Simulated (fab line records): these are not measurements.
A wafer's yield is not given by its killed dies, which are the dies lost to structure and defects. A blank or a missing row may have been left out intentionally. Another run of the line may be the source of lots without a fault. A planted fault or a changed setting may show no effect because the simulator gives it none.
Matching of chambers | flow nand_harc | NHARC_A_M1_DESCUM_14 on rie_diel-13: 4 sister chambers
The step chemistry O2, time 3 s. 16 wafers are shown with their chamber, then 8 later ones without.

== EACH WAFER AND ITS CHAMBER ==
wafer  | chamber | showerhead_plenum_p_Torr (Torr) | oes_product_au (a.u.) | throttle_valve_pct (%)
L079.4 | 0       | 1.94                            | 1.026                 | 11.295
L079.5 | 3       | 1.97                            | 1.005                 | 11.305
L079.6 | 2       | 1.79                            | 1.011                 | 11.307
L081.1 | 3       | 1.97                            | 0.998                 | 11.321
L081.4 | 2       | 1.79                            | 0.992                 | 11.314
L081.5 | 1       | 1.94                            | 1.016                 | 11.308
L083.1 | 0       | 1.94                            | 1.025                 | 11.306
L083.3 | 1       | 1.94                            | 1.003                 | 11.307
L083.6 | 1       | 1.94                            | 1.015                 | 11.306
L085.2 | 0       | 1.94                            | 1.017                 | 11.297
L085.3 | 1       | 1.94                            | 1.000                 | 11.318
L085.6 | 0       | 1.94                            | 1.018                 | 11.302
L089.1 | 2       | 1.78                            | 1.000                 | 11.329
L089.2 | 1       | 1.94                            | 1.002                 | 11.311
L089.4 | 0       | 1.94                            | 1.010                 | 11.313
L091.1 | 1       | 1.94                            | 1.004                 | 11.317

SIGNATURES (averages over the wafers above)
reading                  | chamber 0 | chamber 1 | chamber 2 | chamber 3 | scatter within a chamber
showerhead_plenum_p_Torr | 1.9400    | 1.9400    | 1.7867    | 1.9700    | 0.00236
oes_product_au           | 1.01920   | 1.00667   | 1.00100   | 1.00150   | 0.00719
throttle_valve_pct       | 11.30260  | 11.31117  | 11.31667  | 11.31300  | 0.00777
Rule: distance of a wafer from a chamber = root of the sum over the readings of ((wafer's reading minus chamber's mean) / reading's scatter) squared. The wafer belongs to the nearest chamber; if the next one is less than 2 further off, it can't be placed. The scatter: take each reading less its chamber's mean, square it, sum over the shown wafers, divide by the number of wafers less the number of chambers, and take the root.

== WAFERS WITH NO CHAMBER GIVEN ==
wafer  | showerhead_plenum_p_Torr (Torr) | oes_product_au (a.u.) | throttle_valve_pct (%)
L091.4 | 1.94                            | 0.996                 | 11.306
L091.5 | 1.97                            | 1.003                 | 11.314
L092.1 | 1.97                            | 1.011                 | 11.311
L092.2 | 1.94                            | 1.012                 | 11.306
L092.3 | 1.94                            | 1.002                 | 11.299
L095.2 | 1.94                            | 0.997                 | 11.325
L095.4 | 1.97                            | 1.012                 | 11.300
L095.6 | 1.94                            | 0.992                 | 11.314

== CHAMBER TAKEN BY EACH ==
wafer  | from the rows above     | in truth
L091.4 | can't be placed: 1 or 0 | 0
L091.5 | 3                       | 3
L092.1 | 3                       | 3
L092.2 | can't be placed: 1 or 0 | 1
L092.3 | can't be placed: 1 or 0 | 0
L095.2 | can't be placed: 1 or 0 | 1
L095.4 | 3                       | 3
L095.6 | can't be placed: 1 or 0 | 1
Correctly placed: 3 of 8. Can't be placed from these rows: 5 (the true chamber is among the candidates in 5). Number placed wrongly: 0.
